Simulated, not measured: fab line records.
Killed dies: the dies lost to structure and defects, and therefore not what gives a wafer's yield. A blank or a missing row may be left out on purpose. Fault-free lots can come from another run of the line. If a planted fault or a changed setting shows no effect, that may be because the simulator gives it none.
fab line records ; flow n5-finfet ; part 2 of 2: steps 19 to 24 of 24
record: lots: 5; wafers: 15; last-day: 20
route steps=1938 shown HKMG_FIN@425
lots that met no fault: taken from a fault-free run of the same line
start-h: hours from the record's opening day to when the first of the lot's shown wafers began ; wait-h: time in hours since the lot's previous step ; " the same as in the row above ; L1.1+2: a single row standing in for several wafers ; - value missing, or start not given ; * or withheld: withheld ; < > ~ a bound
route shown NAME@n: a module of which the file shows steps, and the number in the route of the first ; usual: mean and standard deviation over wafers with no fault ; same: alike in all rows ; chamber/n: place in a boat ; sites: the reading at each site ; _std_site: standard deviation of those values ; _edge_site: inner sites' mean taken away from outer sites' mean ; radius-mm: for every site, how far away it sits from the centre of the wafer ; mask NAME#n: copy n ; behind: the last tool/chamber to shape the wafer ; hold: what put the lot on hold/how long, in hours/how the hold closed ; device: transistor that didn't switch, given as n, p or np ; end of line: the same wafers' tests at the end of the route ; a step without rows: its recipe alone ; killed: count of dies lost to structure and defects at first sort (not the wafer's yield) ; map: shows each die of a wafer: x if killed, . if not, _ if none is there
set.NAME: the setting as run; set.NAME@STEP: as run at that earlier step ; model.NAME: the simulator's own value behind a step, which no gauge read
lots at some steps of the route; a table a step, a row a wafer
services: from which hour (start-h, from the record's first day; less than 0 if before it) a tool's chamber was out of use, for how many hours, and why
== steps ==
step: N5_HKMG_FIN_COAT_85
recipe: resist: SOC; temp-c: 250; time-s: 60; spin-rpm: 1500; resist-thk-nm: 300
lot.wafer;tool;chamber;start-h;wait-h
L078.1+3+5;litho-track-05;0;105.35;0.2
L087.1+4+6;litho-track-01;0;153.66;0.2
L088.1+2+4;litho-track-01;0;158.23;0.2
L091.3+5+6;litho-track-01;0;176.09;0.2
L097.3+5+6;litho-track-01;0;214.77;0.2
step: N5_HKMG_FIN_ETCH_86
recipe: chemistry: N2/H2; target: SOC; target-depth-a: 3932; stop-on: TiN; ion-energy-ev: 100; bias-w: 61; pressure-mtorr: 30; source-w: 850; n2-flow-sccm: 200; h2-flow-sccm: 200
usual: drypump-motor-current-A: 5.7/0.57; oes-product-au: 0.79/0.083; rf-fwd-power-W: 844/3.3; rf-vpp-V: 240.7/1.2; showerhead-plenum-p-Torr: 2.54/0.069; throttle-valve-pct: 17.58/0.2
lot.wafer;tool;chamber;start-h;wait-h;drypump-motor-current-A;oes-product-au;rf-fwd-power-W;rf-hours-counter-h;rf-vpp-V;showerhead-plenum-p-Torr;throttle-valve-pct
L078.1;rie-diel-01;0;105.41;-;5.5;0.72;848;171;241.4;2.54;17.82
L078.3;rie-diel-01;1;105.41;-;5.1;0.76;847;141;241.8;2.70;18.00
L078.5;rie-diel-01;0;105.41;-;5.5;0.72;845;-;240.3;2.54;17.81
L087.1;rie-diel-05;0;153.73;-;5.3;0.80;844;94;240.2;2.56;17.56
L087.4;rie-diel-05;2;153.73;-;5.4;0.76;847;128;241.1;2.54;17.39
L087.6;rie-diel-05;1;153.73;-;6.4;0.88;845;-;240.1;2.49;17.41
L088.1;rie-diel-04;0;158.53;-;5.8;0.68;840;218;240.9;2.49;17.53
L088.2;rie-diel-04;2;158.53;-;4.9;0.75;846;134;240.4;2.56;17.43
L088.4;rie-diel-04;1;158.53;-;6.4;0.88;846;26;243.3;2.61;17.91
L091.3;rie-diel-05;1;176.15;-;6.4;0.87;846;32;240.5;2.49;17.42
L091.5;rie-diel-05;2;176.15;-;5.4;0.76;838;-;240.2;2.54;17.41
L091.6;rie-diel-05;1;176.15;-;6.4;0.87;845;-;240.4;2.49;17.41
L097.3;rie-diel-01;1;214.83;-;5.0;0.73;844;169;242.6;2.69;18.04
L097.5;rie-diel-01;2;214.83;-;5.2;0.68;841;-;238.5;2.39;17.55
L097.6;rie-diel-01;3;214.83;-;5.6;0.83;843;-;239.8;2.49;17.48
step: N5_HKMG_FIN_STRIP_89
recipe: chemistry: N2/H2; material: SOC; time-s: 20; power-w: 500; temp-c: 40; pressure-mtorr: 50; rf-frequency-hz: 6e+07; bias-power-w: 8; h2-frac: 0.5; n2-flow-sccm: 300; h2-flow-sccm: 300
usual: drypump-motor-current-A: 5.7/0.57; oes-product-au: 0.79/0.082; rf-fwd-power-W: 497.3/1.8; rf-vpp-V: 54.2/0.83; showerhead-plenum-p-Torr: 3.36/0.087; temp-c: 40.00/0.11; throttle-valve-pct: 18.7/0.32
lot.wafer;tool;chamber;start-h;wait-h;drypump-motor-current-A;oes-product-au;rf-fwd-power-W;rf-hours-counter-h;rf-vpp-V;showerhead-plenum-p-Torr;temp-c;throttle-valve-pct
L078.1;rie-diel-01;0;105.47;0.0;5.5;0.73;500.3;171;53.1;3.35;39.87;18.8
L078.3;rie-diel-01;1;105.47;0.0;5.1;0.75;499.0;141;55.1;3.56;39.80;19.5
L078.5;rie-diel-01;0;105.47;0.0;5.5;0.73;500.1;-;53.1;3.35;39.85;18.8
L087.1;rie-diel-05;0;153.79;0.0;5.3;0.79;496.3;94;52.4;3.38;39.94;18.5
L087.4;rie-diel-05;2;153.79;0.0;5.4;0.77;497.0;128;55.0;3.36;40.07;18.5
L087.6;rie-diel-05;1;153.79;0.0;6.4;0.88;497.0;-;55.9;3.30;40.09;18.4
L088.1;rie-diel-04;0;158.59;0.0;5.8;0.68;496.7;219;55.4;3.29;40.14;18.6
L088.2;rie-diel-04;2;158.59;0.0;4.9;0.73;498.6;134;56.7;3.38;39.97;18.4
L088.4;rie-diel-04;1;158.59;0.0;6.4;0.90;498.8;26;54.1;3.45;40.13;19.1
L091.3;rie-diel-05;1;176.21;0.0;6.4;0.87;496.2;32;54.7;3.29;40.01;18.5
L091.5;rie-diel-05;2;176.21;0.0;5.4;0.77;497.6;-;55.1;3.35;39.96;18.5
L091.6;rie-diel-05;1;176.21;0.0;6.4;0.87;495.9;-;54.6;3.29;39.94;18.5
L097.3;rie-diel-01;1;214.89;0.0;5.0;0.73;497.1;170;54.9;3.54;40.00;19.5
L097.5;rie-diel-01;2;214.89;0.0;5.2;0.69;496.3;-;53.6;3.17;40.03;18.4
L097.6;rie-diel-01;3;214.89;0.0;5.6;0.84;494.9;-;52.7;3.29;40.05;18.5
step: N5_HKMG_FIN_WET_ETCH_87
recipe: chemistry: SC1; target: TiN; mix: 1:2:40; temp-c: 50; time-s: 154.2; target-depth-nm: 4.7; dry: ipa-marangoni; rinse-time-s: 30; rinse-temp-c: 23
usual: temp-c: 50.01/0.12
lot.wafer;tool;chamber;start-h;wait-h;temp-c
L078.1;wet-bench-05;4;105.57;0.1;50.03
L078.3;wet-bench-05;1;105.57;0.1;49.86
L078.5;wet-bench-05;0;105.57;0.1;49.88
L087.1;wet-bench-06;3;153.89;0.1;49.88
L087.4;wet-bench-06;5;153.89;0.1;49.97
L087.6;wet-bench-06;2;153.89;0.1;50.05
L088.1;wet-bench-06;5;158.69;0.1;49.91
L088.2;wet-bench-06;3;158.69;0.1;50.07
L088.4;wet-bench-06;4;158.69;0.1;50.11
L091.3;wet-bench-02;3;176.31;0.1;49.94
L091.5;wet-bench-02;7;176.31;0.1;49.98
L091.6;wet-bench-02;2;176.31;0.1;50.00
L097.3;wet-bench-05;5;214.99;0.1;50.16
L097.5;wet-bench-05;3;214.99;0.1;50.05
L097.6;wet-bench-05;2;214.99;0.1;50.02
step: N5_HKMG_FIN_STRIP_88
recipe: chemistry: N2/H2; power-w: 2500; temp-c: 300; h2-frac: 0.65; time-s: 360; pressure-mtorr: withheld; n2-flow-sccm: 1750; h2-flow-sccm: 3250
usual: drypump-motor-current-A: 5.55/0.21; heater-power-w: 447/55; temp-c: 300.01/0.22
lot.wafer;tool;chamber;start-h;wait-h;drypump-motor-current-A;heater-power-w;rf-hours-counter-h;temp-c
L078.1;plasma-asher-01;1;105.66;0.0;5.52;526;100;299.63
L078.3;plasma-asher-01;1;105.66;0.0;5.52;533;-;300.00
L078.5;plasma-asher-01;1;105.66;0.0;5.55;524;-;299.90
L087.1;plasma-asher-01;1;153.98;0.0;5.52;535;110;299.91
L087.4;plasma-asher-01;1;153.98;0.0;5.51;527;-;300.17
L087.6;plasma-asher-01;1;153.98;0.0;5.55;518;-;299.85
L088.1;plasma-asher-01;0;158.78;0.0;5.27;391;112;300.21
L088.2;plasma-asher-01;1;158.78;0.0;5.49;528;112;299.91
L088.4;plasma-asher-01;1;158.78;0.0;5.54;522;-;300.02
L091.3;plasma-asher-02;1;176.58;0.1;5.82;428;-;300.16
L091.5;plasma-asher-02;0;176.58;0.1;5.67;433;-;299.87
L091.6;plasma-asher-02;1;176.58;0.1;5.82;431;-;300.47
L097.3;plasma-asher-01;1;215.20;0.1;5.53;542;-;300.17
L097.5;plasma-asher-01;1;215.20;0.1;5.52;517;-;300.11
L097.6;plasma-asher-01;0;215.20;0.1;5.26;384;-;300.17
step: N5_HKMG_FIN_NWFM_ALD_20
recipe: material: TiAlC; target-thk-a: 20; temp-c: 300; ald-precursor-family: TiCl4; ald-co-reactant: TEA; pulse-time-s: 3; purge-time-s: 2; co-reactant-purge-time-s: 2; co-reactant-pulse-time-s: 10; ald-cycles: 7; pressure-torr: 3
usual: chamber-pressure-Torr: 3.000/0.0064; heater-power-w: 496/48; precursor-pulse-height-rel: 0.999/0.019
lot.wafer;tool;chamber;start-h;wait-h;chamber-pressure-Torr;heater-power-w;precursor-pulse-height-rel
L078.1;ald-metal-02;1;106.04;0.3;3.004;447;1.050
L078.3;ald-metal-02;3;106.04;0.3;2.994;561;1.041
L078.5;ald-metal-02;0;106.04;0.3;3.009;555;1.008
L087.1;ald-metal-04;3;154.36;0.3;2.993;566;0.989
L087.4;ald-metal-04;0;154.36;0.3;3.010;492;0.988
L087.6;ald-metal-04;0;154.36;0.3;3.012;489;0.995
L088.1;ald-metal-02;1;159.29;0.4;3.004;456;0.998
L088.2;ald-metal-02;2;159.29;0.4;3.008;432;1.026
L088.4;ald-metal-02;3;159.29;0.4;2.993;550;0.982
L091.3;ald-metal-02;3;176.85;0.1;3.005;560;0.972
L091.5;ald-metal-02;2;176.85;0.1;3.005;426;0.983
L091.6;ald-metal-02;1;176.85;0.1;3.006;481;0.985
L097.3;ald-metal-04;0;215.46;0.1;3.000;496;0.993
L097.5;ald-metal-04;3;215.46;0.1;2.999;556;1.016
L097.6;ald-metal-04;0;215.46;0.1;3.002;511;0.975
== services ==
tool;chamber;start-h;hours;kind
ald-metal-03;0;85.12;15.9;repair
ald-metal-04;2;101.05;28.4;repair
ald-metal-02;2;104.99;4.0;repair
plasma-asher-01;-;106.04;2.8;pm
rie-diel-01;1;110.94;3.2;repair
arfi-scanner-02;-;111.06;3.1;pm
ald-metal-04;1;113.95;2.2;repair
arfi-scanner-02;-;114.83;1.4;repair
plasma-asher-02;-;115.22;13.2;repair
ald-metal-02;3;120.42;5.9;repair
rie-diel-01;-;123.84;1.0;repair
rie-diel-04;0;130.04;8.7;repair
arfi-scanner-02;-;133.67;1.0;pm
wet-bench-06;-;141.04;3.0;repair
rie-diel-01;-;147.93;0.5;repair
arfi-scanner-02;-;157.09;0.9;repair
arfi-scanner-02;-;172.44;0.8;pm
rie-diel-05;-;177.06;2.8;pm
rie-diel-05;-;188.93;0.2;repair
ald-metal-02;3;199.23;4.6;repair
arfi-scanner-02;-;204.97;1.3;pm
rie-diel-04;3;206.48;9.8;repair
rie-diel-01;0;208.40;5.3;repair
rie-diel-05;-;208.65;0.6;repair
